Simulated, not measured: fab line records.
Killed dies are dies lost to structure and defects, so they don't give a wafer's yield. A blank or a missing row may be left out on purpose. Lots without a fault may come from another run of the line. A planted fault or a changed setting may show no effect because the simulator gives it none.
fab line records | flow n5-finfet
[record] lots = 5 wafers = 15 last-day = 15
route steps=1938 shown FIN_SAQP@114 FIN_CUT@154 BEOL_M4@1111 PASSIVATION@1936
lots with no fault: from the same line, run without faults
start-h: hours from the record's first day to the start of the lot's first wafer shown | wait-h: hours since the lot's step before | " repeats the value in the row above | L1.1+2: one row covering several wafers at once | - no value, or no start given | * or withheld: withheld | < > ~ a bound
route shown NAME@n: a module of which the file shows steps, and the number in the route of the first | usual: mean and standard deviation over wafers with no fault | same: alike in all rows | chamber/n: place in a boat | sites: each site's reading | _std_site: their standard deviation | _edge_site: the outer-site mean with the inner-site mean subtracted | radius-mm: for every site, how far away it sits from the centre of the wafer | mask NAME#n: copy n | behind: the most recent tool/chamber to have shaped the wafer | hold: reason for holding the lot/hours on hold/outcome of the hold | device: the n, p or np transistor that did not switch | end of line: tests run on the same wafers once the route is complete | for a step that has no rows: nothing shown but its recipe | killed: count of dies lost to structure and defects at first sort (not the wafer's yield) | map: a wafer's dies, x killed, . not, _ none there
set.NAME: the setting the step ran with; set.NAME@STEP: the setting that earlier step ran with | model.NAME: the simulator's own value behind a step, which no gauge read
lots at some steps of the route; a table a step, a row a wafer
services: when a tool's chamber went out of use (start-h, in hours from the record's first day, below 0 if earlier), for how many hours, and the reason
[[steps]]
[step N5_FIN_SAQP_DESCUM_21]
[recipe] chemistry = O2 time-s = 7.9 source-power-w = 50 bias-power-w = 20 pressure-mtorr = 20 rf-frequency-hz = 2.712e+07 temp-c = 40 resist = CAR-ArF o2-flow-sccm = 225
[step N5_FIN_SAQP_ETCH_51]
[recipe] chemistry = CF4 target = SiARC target-depth-a = 455 mask-material = CAR-ArF time-s = 75.8 ion-energy-ev = 80 pressure-mtorr = 40 source-w = 545 bias-w = 36 Ar_flow_sccm = 100 cf4-flow-sccm = 100 ends = cleared
[step N5_FIN_SAQP_ETCH_52]
[recipe] chemistry = N2/H2 target = SOC target-depth-a = 1000 overetch-a = 200 mask-material = SiARC temp-c = 40 time-s = 150 ion-energy-ev = 200 pressure-mtorr = 30 source-w = 840 bias-w = 150 n2-flow-sccm = 200 h2-flow-sccm = 200 ends = end-point
[step N5_FIN_SAQP_STRIP_53]
[recipe] chemistry = N2/H2 temp-c = 40 n2-flow-sccm = 200 h2-flow-sccm = 200 rf-frequency-hz = 6e+07
[step N5_FIN_SAQP_HM_OPEN_73]
[recipe] chemistry = CHF3/O2 target = SiO2 stop-on = a-Si target-depth-a = 120 over-etch-frac = 1.8 mask-material = SOC time-s = 16.8 pressure-mtorr = 30 source-w = 650 bias-w = 170 Ar_flow_sccm = 200 CHF3_flow_sccm = 50 O2_flow_sccm = 5 ion-energy-ev = 200 ends = end-point
[step N5_FIN_SAQP_STRIP_74]
[recipe] chemistry = CHF3/O2 resist = SiARC rf-frequency-hz = 6e+07
[step N5_FIN_SAQP_MANDREL_ETCH_22]
[recipe] target-depth-a = 600 chemistry = HBr/Cl2 target = a-Si stop-on = SiNx bt-time-s = 10 over-etch-frac = 0.5 time-s = 30 pressure-mtorr = 10 icp-w = 800 bias-w = 75 HBr_flow_sccm = 150 Cl2_flow_sccm = 80 ends = end-point
[step N5_FIN_SAQP_STRIP_55]
[recipe] chemistry = N2/H2 power-w = 500 temp-c = 40 pressure-mtorr = 50 rf-frequency-hz = 6e+07 overash-fraction = 0.3 bias-power-w = 28 h2-frac = 0.5 n2-flow-sccm = 300 h2-flow-sccm = 300
[step N5_FIN_SAQP_STRIP_23]
[recipe] chemistry = SPM time-s = 750 temp-c = 130 h2so4-h2o2-vol-ratio = 4
[step N5_FIN_SAQP_SRD_66]
[recipe] dry = ipa-marangoni time-s = 30 temp-c = 23 rinse-liquid = diw
[step N5_FIN_SAQP_RECESS_75]
[recipe] chemistry = HF/NH3 target = SiO2 target-depth-a = 144 afs-cycles = 3 temp-c = 30 sublimation-temp-c = 180 sublimation-time-s = 60
[step N5_FIN_SAQP_SPACER1_ALD_24]
[recipe] material = SiO2 target-thk-a = 203 temp-c = 300 ald-precursor-family = BDEAS ald-co-reactant = O2-plasma pulse-time-s = 1 purge-time-s = 2 co-reactant-purge-time-s = 2 ald-cycles = 218 pressure-torr = 2
[step N5_FIN_SAQP_SPACER1_ETCHBACK_25]
[recipe] chemistry = CHF3/O2 mode = anisotropic-etchback target = SiO2 target-depth-a = 244 time-s = 12.2 pressure-mtorr = 30 source-w = 650 bias-w = 170 Ar_flow_sccm = 200 CHF3_flow_sccm = 50 O2_flow_sccm = 5 ion-energy-ev = 200
[usual] drypump-motor-current-A = 5.7/0.47 oes-product-au = 0.76/0.065 rf-vpp-V = 527/4.1 showerhead-plenum-p-Torr = 2.41/0.076 throttle-valve-pct = 18.99/0.18
// columns lot.wafer tool chamber start-h wait-h drypump-motor-current-A oes-product-au rf-hours-counter-h rf-vpp-V showerhead-plenum-p-Torr throttle-valve-pct
L866.1 rie-diel-01 2 61.02 0.4 5.1 0.78 138 526 2.41 18.89
L866.2 " 0 " " 6.3 0.75 155 524 2.41 19.11
L866.6 " 0 " " 6.3 0.76 - 524 2.41 19.13
L869.2 rie-diel-01 0 78.09 0.4 6.3 0.63 161 524 2.41 19.12
L869.4 " 3 " " 5.7 0.66 138 534 2.51 18.99
L869.5 " 3 " " 5.7 0.66 - 533 2.51 18.99
L871.1 rie-diel-01 3 91.08 0.4 5.8 0.67 143 534 2.51 19.00
L871.2 " 1 " " 5.2 0.68 107 528 2.33 19.17
L871.3 " 2 " " 5.1 0.64 148 524 2.41 18.87
L873.1 rie-diel-01 0 102.33 0.5 6.3 0.62 169 524 2.40 19.12
L873.2 " 3 " " 5.8 0.66 146 535 2.51 19.01
L873.4 " 0 " " 6.3 0.62 - 524 2.40 19.12
L874.1 rie-diel-02 0 108.31 0.4 5.9 0.68 234 532 2.37 19.24
L874.4 " 3 " " 5.4 0.70 228 525 2.47 19.10
L874.5 " 1 " " 5.8 0.86 - 528 2.54 19.04
[step N5_FIN_SAQP_MANDREL1_REMOVE_56]
[recipe] chemistry = HBr/Cl2/O2 bt-time-s = 10 target = a-Si stop-on = SiNx endpoint = OES-SiCl over-etch-frac = 1 icp-w = 600 bias-w = 22 HBr_flow_sccm = 150 Cl2_flow_sccm = 80 O2_flow_sccm = 5 pressure-mtorr = 10
[usual] drypump-motor-current-A = 5.8/0.39 he-backside-leak-sccm = 2.8/0.43 oes-product-au = 1.006/0.018 throttle-valve-pct = 36.81/0.3
// columns lot.wafer tool chamber start-h wait-h drypump-motor-current-A he-backside-leak-sccm oes-product-au rf-hours-counter-h throttle-valve-pct
L866.1 rie-si-03 1 61.11 0.1 5.6 2.6 1.008 70 37.17
L866.2 " 0 " " 5.6 3.1 1.035 74 37.19
L866.6 " 0 " " 5.6 3.0 1.029 - 37.15
L869.2 rie-si-03 0 78.18 0.1 5.6 2.9 0.928 75 37.17
L869.4 " 1 " " 5.6 2.7 0.926 70 37.17
L869.5 " 3 " " 6.3 2.6 0.911 - 36.77
L871.1 rie-si-06 0 91.17 0.1 6.3 3.0 0.921 132 36.90
L871.2 " 1 " " 6.2 2.8 0.938 27 36.89
L871.3 " 3 " " 6.2 2.8 0.906 63 36.39
L873.1 rie-si-03 0 102.42 0.1 5.5 2.8 0.930 75 37.18
L873.2 " 2 " " 6.2 2.4 0.945 2 36.40
L873.4 " 1 " " 5.6 2.7 0.883 70 37.18
L874.1 rie-si-04 1 108.40 0.1 5.4 2.6 1.017 196 36.46
L874.4 " 2 " " 5.6 2.5 0.970 125 36.76
L874.5 " 2 " " 5.6 2.9 0.976 - 36.76
[step N5_FIN_SAQP_ETCH_57]
[recipe] chemistry = CH3F/O2 target = SiNx mask-material = SiO2 target-depth-a = 325 time-s = 46.4 pressure-mtorr = 30 source-w = 395 bias-w = 73 Ar_flow_sccm = 150 CH3F_flow_sccm = 30 O2_flow_sccm = 20 ion-energy-ev = 120 ends = cleared
[step N5_FIN_SAQP_ETCH_65]
[recipe] chemistry = CF4 target = SiO2 target-depth-a = 40 ion-energy-ev = 350 time-s = 4.4 pressure-mtorr = 10 icp-w = 800 bias-w = 400 cf4-flow-sccm = 80
[step N5_FIN_SAQP_MANDREL_ETCH_58]
[recipe] chemistry = HBr/Cl2 target = a-Si target-depth-a = 450 bt-time-s = 10 stop-on = SiNx mask-material = SiO2 over-etch-frac = 0.8 time-s = 27 pressure-mtorr = 10 icp-w = 800 bias-w = 75 HBr_flow_sccm = 150 Cl2_flow_sccm = 80 ends = end-point
[usual] drypump-motor-current-A = 5.7/0.44 he-backside-leak-sccm = 2.75/0.23 oes-product-au = 0.697/0.013 throttle-valve-pct = 35.61/0.26
// columns lot.wafer tool chamber start-h wait-h drypump-motor-current-A he-backside-leak-sccm oes-product-au rf-hours-counter-h throttle-valve-pct
L866.1 rie-si-06 2 61.41 0.0 5.8 2.60 0.695 183 35.46
L866.2 " 1 " " 6.2 2.92 0.689 27 35.79
L866.6 " 0 " " 6.3 3.20 0.683 - 35.78
L869.2 rie-si-04 1 78.49 0.0 5.4 2.67 0.645 196 35.48
L869.4 " 2 " " 5.6 2.66 0.634 124 35.72
L869.5 " 1 " " 5.4 2.76 0.647 - 35.47
L871.1 rie-si-03 3 91.47 0.0 6.3 2.54 0.653 26 35.72
L871.2 " 2 " " 6.1 2.41 0.686 2 35.34
L871.3 " 0 " " 5.6 3.00 0.647 75 36.19
L873.1 rie-si-04 2 102.86 0.0 5.6 2.74 0.607 125 35.76
L873.2 " 3 " " 5.9 2.74 0.654 101 36.07
L873.4 " 1 " " 5.4 2.69 0.640 196 35.51
L874.1 rie-si-03 0 108.70 0.0 5.5 2.85 0.707 75 36.06
L874.4 " 3 " " 6.3 2.53 0.699 26 35.64
L874.5 " 0 " " 5.6 2.89 0.708 - 36.04
[step N5_FIN_SAQP_RECESS_63]
[recipe] chemistry = HF/NH3 target = SiO2 target-depth-a = 180 afs-cycles = 3 temp-c = 30 sublimation-temp-c = 180 sublimation-time-s = 60
[step N5_FIN_SAQP_COAT_68]
[recipe] resist = SOC temp-c = 250 time-s = 60 spin-rpm = 1500 resist-thk-nm = 100
[step N5_FIN_SAQP_ETCH_69]
[recipe] chemistry = N2/H2 target = SOC target-depth-a = 1500 stop-on = SiNx ion-energy-ev = 100 bias-w = 61 pressure-mtorr = 30 source-w = 850 n2-flow-sccm = 200 h2-flow-sccm = 200
[step N5_FIN_SAQP_ETCH_67]
[recipe] chemistry = CH3F/O2 target = SiNx target-depth-a = 300 mask-material = SOC pressure-mtorr = 30 source-w = 395 bias-w = 73 Ar_flow_sccm = 150 CH3F_flow_sccm = 30 O2_flow_sccm = 20 ion-energy-ev = 120
[step N5_FIN_SAQP_STRIP_70]
[recipe] chemistry = N2/H2 power-w = 500 temp-c = 40 pressure-mtorr = 50 rf-frequency-hz = 6e+07 overash-fraction = 0.3 bias-power-w = 28 h2-frac = 0.5 n2-flow-sccm = 300 h2-flow-sccm = 300
[step N5_FIN_SAQP_RECESS_71]
[recipe] chemistry = HF/NH3 target = SiO2 target-depth-a = 30 afs-cycles = 1 temp-c = 30 sublimation-temp-c = 180 sublimation-time-s = 60
[step N5_FIN_SAQP_SPACER2_ALD_28]
[recipe] material = SiO2 target-thk-a = 81 temp-c = 300 ald-precursor-family = BDEAS ald-co-reactant = O2-plasma pulse-time-s = 1 purge-time-s = 2 co-reactant-purge-time-s = 2 pressure-torr = 2
[step N5_FIN_SAQP_SPACER2_ETCHBACK_29]
[recipe] chemistry = CHF3/O2 mode = anisotropic-etchback target = SiO2 target-depth-a = 122 time-s = 6.1 pressure-mtorr = 30 source-w = 650 bias-w = 170 Ar_flow_sccm = 200 CHF3_flow_sccm = 50 O2_flow_sccm = 5 ion-energy-ev = 200
[step N5_FIN_SAQP_MANDREL2_REMOVE_60]
[recipe] chemistry = HBr/Cl2/O2 bt-time-s = 10 target = a-Si stop-on = SiNx endpoint = OES-SiCl over-etch-frac = 1 icp-w = 600 bias-w = 22 HBr_flow_sccm = 150 Cl2_flow_sccm = 80 O2_flow_sccm = 5 pressure-mtorr = 10
[step N5_FIN_SAQP_HM_OPEN_33]
[recipe] chemistry = CH3F/O2 target = SiNx mask-material = SiO2 target-depth-a = 494 time-s = 70.6 pressure-mtorr = 30 source-w = 395 bias-w = 73 Ar_flow_sccm = 150 CH3F_flow_sccm = 30 O2_flow_sccm = 20 ion-energy-ev = 120 ends = cleared
[step N5_FIN_SAQP_ETCH_34]
[recipe] chemistry = C4F6/O2 target = SiO2 target-depth-a = 450 time-s = 15 ion-energy-ev = 250 pressure-mtorr = 30 source-w = 345 bias-w = 185 Ar_flow_sccm = 300 C4F6_flow_sccm = 10 O2_flow_sccm = 10 ends = cleared
[step N5_FIN_SAQP_STRIP_77]
[recipe] chemistry = N2/H2 time-s = 90 power-w = 100 temp-c = 40 pressure-mtorr = 100 rf-frequency-hz = 6e+07 bias-power-w = 3 n2-flow-sccm = 300 h2-flow-sccm = 300
[step N5_FIN_SAQP_ETCH_64]
[recipe] chemistry = CF4 target = SiO2 target-depth-a = 15 ion-energy-ev = 350 pressure-mtorr = 10 icp-w = 800 bias-w = 400 cf4-flow-sccm = 80
[step N5_FIN_SAQP_FIN_ETCH_36]
[recipe] chemistry = HBr/Cl2/O2 target-depth-a = 1200 mask-material = SiNx time-s = 50.4 bias-w = 102 pressure-mtorr = 10 icp-w = 800 HBr_flow_sccm = 150 Cl2_flow_sccm = 80 O2_flow_sccm = 12
[step N5_FIN_SAQP_PRECLEAN_38]
[recipe] chemistry = O3/DIW time-s = 45 temp-c = 22 o3-ppm = 10
[step N5_FIN_SAQP_PRECLEAN_45]
[recipe] chemistry = dHF time-s = 10 dilution = 500:1 temp-c = 25
[step N5_FIN_SAQP_SRD_39]
[recipe] dry = ipa-marangoni time-s = 30 temp-c = 23 rinse-liquid = diw
[step N5_FIN_CUT_COAT_18]
[recipe] resist = SOC temp-c = 250 time-s = 60 spin-rpm = 1500 resist-thk-nm = 230
[step N5_FIN_CUT_COAT_19]
[recipe] resist = SiARC temp-c = 220 time-s = 60 spin-rpm = 1500 resist-thk-nm = 20
[step N5_BEOL_M4_RC_MEAS_101]
[usual] DIBL_N = 35.8/1.4 DIBL_P = 35.8/1.6 IOFF_N = 0.152/0.021 IOFF_P = 0.204/0.027 ION_N = 672/8.7 ION_P = 461/6.2 SS_N = 71.5/0.54 SS_P = 73.1/0.57 VT_N = 250.0/2.5 VT_P = -250.6/2.7
// columns lot.wafer tool chamber start-h wait-h DIBL_N[mV/V] DIBL_P[mV/V] IOFF_N[nA/um] IOFF_P[nA/um] ION_N[uA/um] ION_P[uA/um] SS_N[mV/dec] SS_P[mV/dec] VT_N[mV] VT_P[mV]
L866.1 prober-02 0 215.44 0.0 36.6 36.9 0.158 0.227 672 464 71.2 73.8 251.4 -249.1
L866.2 " 0 " " 35.5 35.8 0.142 0.204 673 468 70.6 73.1 250.9 -252.8
L866.6 " 0 " " 34.8 34.8 0.130 0.199 663 458 70.9 73.7 252.8 -250.9
L869.2 prober-02 0 230.92 0.2 36.3 36.2 0.156 0.191 677 463 71.5 72.9 249.8 -251.5
L869.4 " 0 " " 35.5 35.0 0.137 0.173 672 456 71.8 72.3 251.2 -257.2
L869.5 " 0 " " 35.6 35.0 0.144 0.175 671 463 71.7 72.3 249.2 -255.9
L873.2 prober-01 0 259.27 0.2 36.7 37.3 0.162 0.207 663 453 71.8 73.9 251.6 -252.1
L873.4 " 0 " " 36.9 37.5 0.172 0.209 683 467 72.8 73.9 248.7 -251.3
L871.1 prober-01 0 263.36 0.0 36.9 37.4 0.179 0.229 680 466 72.2 73.9 247.5 -250.6
L871.2 " 0 " " 33.6 34.1 0.126 0.169 673 457 70.8 73.0 252.3 -252.8
L871.3 " 0 " " 33.3 33.4 0.117 0.160 663 458 71.1 72.8 254.1 -251.2
L874.1 prober-02 0 266.23 0.0 35.6 37.0 0.156 0.209 677 466 71.7 73.7 249.2 -250.5
L874.4 " 0 " " 34.4 35.6 0.140 0.193 671 461 71.6 73.0 251.0 -250.9
L874.5 " 0 " " 36.2 37.4 0.167 0.223 677 466 72.0 72.9 246.9 -247.8
[step N5_PASSIVATION_PROBE_49]
[usual] defect-limited-yield = 91.6/1.4 killed_at_M0_to_M3 = 33/9.7 killed_at_M4_up = 13/5.4 killed-at-contacts = 13/6.6 killed-at-front-end = 36/11 killed-at-other = 3.9/3 killed-dies = 99/16 killed-on-rim = 13/3.8 killed-open = 66/12 killed-short = 32/7.9 sort_bin_5_function = 4.9/0.9 sort_bin_6_memory = 3.2/0.67 sort-n-pass = 1081/16 sort-yield-pct = 91.6/1.4
[same] gross-dies = 1180 killed-at-back-side = 0 sort_bin_4_leakage[%] = 0 sort_bin_8_speed[%] = 0
// columns lot.wafer tool chamber start-h wait-h defect-limited-yield[%] killed_at_M0_to_M3 killed_at_M4_up killed-at-contacts killed-at-front-end killed-at-other killed-dies killed-on-rim killed-open killed-short sort_bin_5_function[%] sort_bin_6_memory[%] sort-n-pass sort-yield-pct[%]
L866.1 prober-01 - 323.11 0.0 89.5 51 21 7 36 9 124 21 76 46 6.3 3.9 1056 89.5
L866.2 prober-01 - 323.16 0.1 93.7 32 4 9 25 4 74 7 54 20 3.6 2.6 1106 93.7
L866.6 prober-01 - 323.36 0.3 90.6 44 20 15 27 5 111 14 70 41 5.8 3.6 1069 90.6
L869.2 prober-02 - 329.15 0.1 76.0 33 10 13 224 3 283 34 74 30 20.2 3.6 897 76.0
L869.4 prober-02 - 329.25 0.2 81.5 23 13 12 169 1 218 72 57 38 15.2 2.8 962 81.5
L869.5 prober-02 - 329.30 0.2 81.7 18 13 20 163 2 216 68 59 28 15.4 2.4 964 81.7
L874.1 prober-01 - 363.78 0.0 92.6 31 6 15 31 4 87 9 52 35 4.9 2.2 1093 92.6
L874.4 prober-01 - 363.93 0.2 92.3 16 12 11 49 3 91 10 65 22 4.4 3.0 1089 92.3
L874.5 prober-01 - 363.98 0.2 92.3 21 17 10 40 3 91 15 65 25 4.3 3.2 1089 92.3
L873.2 prober-02 - 364.91 0.1 82.5 28 16 15 141 7 207 60 73 23 14.4 2.9 973 82.5
L873.4 prober-02 - 365.01 0.2 75.6 26 23 11 220 8 288 36 65 35 20.7 3.3 892 75.6
L871.1 prober-02 - 370.30 0.0 83.2 36 13 19 127 3 198 75 55 29 13.1 3.1 982 83.2
L871.2 prober-02 - 370.35 0.1 86.0 35 22 9 86 13 165 21 69 27 10.8 2.8 1015 86.0
L871.3 prober-02 - 370.40 0.1 76.5 37 19 21 199 1 277 20 71 26 21.0 2.4 903 76.5
// killed by level:class
L866.1 BEOL_M0_SAQP:geometric-particle:open=16 BEOL_M0_SAQP:geometric-particle:short=16 STI_FIN_REVEAL:geometric-particle:open=13 BEOL_M4:geometric-particle:open=8 DUMMY_GATE:geometric-particle:open=5 GATE_CUT:geometric-particle:short=5 BEOL_M2:geometric-particle:open=5 BEOL_M3:geometric-particle:open=5
L866.2 STI_FIN_REVEAL:geometric-particle:open=8 MOL_CONTACT_COAG:geometric-particle:open=8 BEOL_M0_SAQP:geometric-particle:open=8 BEOL_M3:geometric-particle:open=7 BEOL_M0_SAQP:geometric-particle:short=6 FIN_SAQP:geometric-particle:open=4 DUMMY_GATE:geometric-particle:open=4 BEOL_M2:geometric-particle:open=4
L866.6 MOL_CONTACT_COAG:geometric-particle:open=12 BEOL_M0_SAQP:geometric-particle:short=12 BEOL_M0_SAQP:geometric-particle:open=12 BEOL_M3:geometric-particle:open=10 FIN_SAQP:geometric-particle:open=7 BEOL_M4:geometric-particle:open=7 FIN_SAQP:geometric-particle:short=5 STI_FIN_REVEAL:geometric-particle:open=4
L869.2 FIN_SAQP:area-etchback=179 MOL_CONTACT_COAG:geometric-particle:open=13 BEOL_M0_SAQP:geometric-particle:open=11 STI_FIN_REVEAL:geometric-particle:open=11 FIN_SAQP:geometric-particle:short=10 FIN_SAQP:geometric-particle:open=8 BEOL_M0_SAQP:geometric-particle:short=8 DUMMY_GATE:geometric-particle:open=5
L869.4 FIN_SAQP:area-etchback=122 STI_FIN_REVEAL:geometric-particle:open=14 MOL_CONTACT_COAG:geometric-particle:open=9 BEOL_M0_SAQP:geometric-particle:open=8 GATE_CUT:geometric-particle:short=6 DUMMY_GATE:geometric-particle:open=5 BEOL_M0_SAQP:geometric-particle:short=5 BEOL_M3:geometric-particle:short=4
L869.5 FIN_SAQP:area-etchback=129 MOL_CONTACT_COAG:geometric-particle:open=15 STI_FIN_REVEAL:geometric-particle:open=10 DUMMY_GATE:geometric-particle:open=6 MOL_CONTACT_COAG:geometric-particle:short=5 BEOL_M0_SAQP:geometric-particle:short=4 BEOL_M3:geometric-particle:open=4 DUMMY_GATE:geometric-particle:short=3
L874.1 BEOL_M1:geometric-particle:open=16 MOL_CONTACT_COAG:geometric-particle:open=8 MOL_CONTACT_COAG:geometric-particle:short=7 FIN_SAQP:geometric-particle:open=5 STI_FIN_REVEAL:geometric-particle:open=5 BEOL_M0_SAQP:geometric-particle:short=5 FIN_SAQP:geometric-particle:short=4 FIN_CUT:geometric-particle:open=4
L874.4 STI_FIN_REVEAL:geometric-particle:open=24 MOL_CONTACT_COAG:geometric-particle:open=9 BEOL_M4:geometric-particle:open=7 BEOL_M1:geometric-particle:open=6 STI_FIN_REVEAL:geometric-particle:short=5 STARTING-WAFER:geometric-particle:open=4 GATE_CUT:geometric-particle:short=3 BEOL_M3:geometric-particle:open=3
L874.5 MOL_CONTACT_COAG:geometric-particle:open=10 FIN_SAQP:geometric-particle:open=9 BEOL_M4:geometric-particle:open=8 BEOL_M1:geometric-particle:open=8 DUMMY_GATE:geometric-particle:open=6 STI_FIN_REVEAL:geometric-particle:open=5 GATE_CUT:geometric-particle:short=4 BEOL_M1:geometric-particle:short=4
L873.2 FIN_SAQP:area-etchback=111 MOL_CONTACT_COAG:geometric-particle:open=15 FIN_SAQP:geometric-particle:open=11 BEOL_M2:geometric-particle:open=10 DUMMY_GATE:geometric-particle:open=5 BEOL_M0_SAQP:geometric-particle:short=5 BEOL_M1:geometric-particle:open=5 BEOL_M5:geometric-particle:open=5
L873.4 FIN_SAQP:area-etchback=185 BEOL_M4:geometric-particle:open=13 FIN_SAQP:geometric-particle:open=8 MOL_CONTACT_COAG:geometric-particle:open=7 BEOL_M4:geometric-particle:short=6 STI_FIN_REVEAL:geometric-particle:open=6 BEOL_M2:geometric-particle:open=6 FIN_SAQP:geometric-particle:short=5
L871.1 FIN_SAQP:area-etchback=111 BEOL_M0_SAQP:geometric-particle:open=16 MOL_CONTACT_COAG:geometric-particle:open=14 BEOL_M0_SAQP:geometric-particle:short=11 STI_FIN_REVEAL:geometric-particle:open=7 MOL_CONTACT_COAG:geometric-particle:short=5 BEOL_M4:geometric-particle:open=4 BEOL_M6:geometric-particle:open=3
L871.2 FIN_SAQP:area-etchback=67 BEOL_M3:geometric-particle:open=13 MOL_CONTACT_COAG:geometric-particle:open=9 BEOL_M0_SAQP:geometric-particle:short=9 BEOL_M4:geometric-particle:open=6 BEOL_M0_SAQP:geometric-particle:open=5 BEOL_M2:geometric-particle:open=5 BEOL_M8:geometric-particle:open=5
L871.3 FIN_SAQP:area-etchback=177 MOL_CONTACT_COAG:geometric-particle:open=15 BEOL_M3:geometric-particle:open=10 BEOL_M4:geometric-particle:open=8 BEOL_M0_SAQP:geometric-particle:short=7 BEOL_M2:geometric-particle:open=7 STI_FIN_REVEAL:geometric-particle:open=6 MOL_CONTACT_COAG:geometric-particle:short=6
// map L869.2 (x killed, . not)
_________________........x...________________
______________.........x.xx....._____________
___________....x........x.x....x..x__________
__________....x..........x......x..._________
________.....x.....x........x..x.....x_______
_______.......x..x.....x..x.x..x.x...xx______
______.............x..xxxxxx.xx.xx...xx._____
_____..x...........x.x.xxxx.xx.xxx...xxxx____
____.........x.......xxxxxxxxxxx......x..x___
___................x...xxxxx.xx.......xxxxx__
___.....xxx.......x...xxxxxxxxx...........x__
__..x...............x..x.xxxxxx.x..........._
__....................xxxxxxxxxx..x......x.._
_............x....x......x.xxxx............xx
_.....x....x.x.....x.....xxxxxxx.x......xxx..
_..............x........x.xxxxx....x.x.xx....
_...x.......x......xx....x.xxxxx.x..xx....xx.
_...........x.............xxxxx.xx..xx...x.x.
_........x..............xx.x..x..x...........
_..x...............x..x..x.xxx..x.x..x.xx...x
_................xxxx.x.x...x.xx......x...xxx
__.....x.........x..x.xx.x..xxx.........xxxx_
__.........x.....x.xx.xx.xx.......x...x.xxxx_
___x.x...x.....x............x............xx__
___.xx...x.........x..x.x................xx__
____....................x.....xx........xx___
_____...............x.....x.......x.....x____
______.x........x.x.x...............x..x_____
_______............x...................______
________....x......x.....x......x.x..._______
__________.................xx.x....._________
___________...x......x..........x..__________
______________............x....._____________
_________________......x.....________________
// map L871.3 (x killed, . not)
_________________...x........________________
______________...............x.._____________
___________.x.x...x.......x...x....__________
__________..x............x.........._________
________.................x..x..x......_______
_______......x...x.....x...............______
______x.......x.........x......x..x....x_____
_____.............xxx....x.............x.____
____........x...........xx.x..x....xx.....___
___...............x.x.x..x.....x...........__
___................x.x.....................__
__x............x........xx......x..........._
__.......x.....x.xx...x...x...x.......x....._
_.......................xx....x.xxx...x......
_....xx.......x....x..x................x.xx..
_.x..........x......xxx...........x......xx..
_......x....x.xx..xxxxxxx.xxxxx.............x
_.x............x.x..xx.xxx.x...x..x..........
_..x..x..x....xxxxxxx.xx.x..........x........
_..xx..x.x..xxx.xxx.x.xx.....................
_.xxx.x....xxxxxx.x.xxxxxxxx.............x...
__.....x..xxxxxxxxx.xxxxxxxxx..x....xx......_
__x...x......x.xx.xxxxxx.xx.xx..........x..x_
___...x...xxxxx..xxxxxxxxxxxx..x...........__
___.x...xx..x...xx.xxxxxxxxx...x...x.xx...x__
____.....xxxx..x.x..xxxxxxxx..xxx.........___
_____.............x...x..xx..xx....x.x...____
______..x....x........xx...x....x.....x._____
_______x..........x...x.x.....x.......x______
________........x.............xx......_______
__________.....................x...._________
___________...........x.......x....__________
______________x.........x...x..._____________
_________________.......x....________________
[[services]]
// columns tool chamber start-h hours kind
rie-diel-02 3 59.04 16.3 repair
rie-diel-02 - 82.84 0.6 repair
rie-diel-01 2 94.27 9.5 repair
[[key]]
[first-sign] step = N5_FIN_SAQP_SPACER1_ETCHBACK_25 reading = oes-product-au direction = down sigmas = 1.8 usual = 0.76 struck = 0.65
[effect] step = N5_FIN_SAQP_MANDREL1_REMOVE_56 reading = oes-product-au direction = down sigmas = 4.9 usual = 1.006 struck = 0.921
[effect] step = N5_FIN_SAQP_MANDREL_ETCH_58 reading = oes-product-au direction = down sigmas = 3.9 usual = 0.697 struck = 0.646
[effect] step = N5_PASSIVATION_PROBE_49 reading = sort_bin_5_function direction = up sigmas = 13 usual = 4.9 struck = 16.3
[more-kills-born-at] N5_FIN_SAQP_SPACER1_ETCHBACK_25@rie-diel-01 = 1081
met-at N5_FIN_SAQP_SPACER1_ETCHBACK_25
struck-wafers L869.2,L869.4,L869.5,L871.1,L871.2,L871.3,L873.1,L873.2,L873.4
rows-end L873.1
onset-between 61.02 78.09
[fault] kind = process-parameter-drift tool = rie-diel-01 chamber = - onset-h = 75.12 steps = N5_FIN_SAQP_SPACER1_ETCHBACK_25 channel = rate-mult offset = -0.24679 shape = step
// rows-end: these wafers met a further fault down the route, and their rows from its step on are left out
